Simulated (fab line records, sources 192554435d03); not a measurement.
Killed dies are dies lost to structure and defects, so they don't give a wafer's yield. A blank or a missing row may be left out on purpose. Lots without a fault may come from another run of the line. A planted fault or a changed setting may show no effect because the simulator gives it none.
Chamber matching | flow n5_finfet | N5_BEOL_M10_ETCH_62 on rie_diel-01: 4 sister chambers
The step etches SOC in N2/H2, target depth 110 nm, overetch 22 nm, time 165 s. 14 wafers are shown with their chamber, then 7 later ones without.

WAFERS WITH THEIR CHAMBER
wafer  | chamber | drypump_motor_current_A (A) | throttle_valve_pct (%) | showerhead_plenum_p_Torr (Torr)
L076.1 | 3       | 6.1                         | 17.47                  | 2.46
L076.2 | 1       | 6.3                         | 17.46                  | 2.46
L076.5 | 2       | 5.8                         | 17.73                  | 2.46
L079.1 | 0       | 4.9                         | 17.86                  | 2.50
L079.3 | 1       | 6.3                         | 17.47                  | 2.46
L079.5 | 3       | 6.1                         | 17.47                  | 2.46
L080.1 | 2       | 5.8                         | 17.74                  | 2.46
L080.4 | 1       | 6.3                         | 17.46                  | 2.46
L080.5 | 1       | 6.3                         | 17.47                  | 2.46
L084.2 | 3       | 6.1                         | 17.48                  | 2.45
L084.5 | 2       | 5.8                         | 17.76                  | 2.45
L084.6 | 1       | 6.3                         | 17.50                  | 2.46
L086.2 | 1       | 6.4                         | 17.49                  | 2.46
L086.3 | 3       | 6.1                         | 17.48                  | 2.45

SIGNATURES (means of the wafers above)
reading                  | chamber 0 | chamber 1 | chamber 2 | chamber 3 | scatter within a chamber
drypump_motor_current_A  | 4.900     | 6.317     | 5.800     | 6.100     | 0.0289
throttle_valve_pct       | 17.8600   | 17.4750   | 17.7433   | 17.4750   | 0.0138
showerhead_plenum_p_Torr | 2.5000    | 2.4600    | 2.4567    | 2.4550    | 0.00408
Rule: a wafer's distance from a chamber is the root of the sum, over the readings, of the square of ((its reading less the chamber's mean) divided by the reading's scatter). The wafer belongs to the nearest chamber; if the next one is less than 2 further off, it can't be placed. The scatter: the root of (the sum of the squares of (reading less its chamber's mean) over the shown wafers, divided by (wafers less chambers)).

WAFERS WITHOUT THEIR CHAMBER
wafer  | drypump_motor_current_A (A) | throttle_valve_pct (%) | showerhead_plenum_p_Torr (Torr)
L086.6 | 5.8                         | 17.76                  | 2.45
L087.3 | 4.8                         | 17.89                  | 2.49
L087.4 | 5.8                         | 17.77                  | 2.45
L087.5 | 6.3                         | 17.51                  | 2.45
L091.1 | 5.8                         | 17.78                  | 2.45
L091.4 | 4.8                         | 17.91                  | 2.49
L091.5 | 5.8                         | 17.78                  | 2.45

WHICH CHAMBER EACH WENT THROUGH
wafer  | from the rows above | in truth
L086.6 | 2                   | 2
L087.3 | 0                   | 0
L087.4 | 2                   | 2
L087.5 | 1                   | 1
L091.1 | 2                   | 2
L091.4 | 0                   | 0
L091.5 | 2                   | 2
Placed correctly: 7 of 7. Can't be placed from these rows: 0. Placed wrongly: 0.
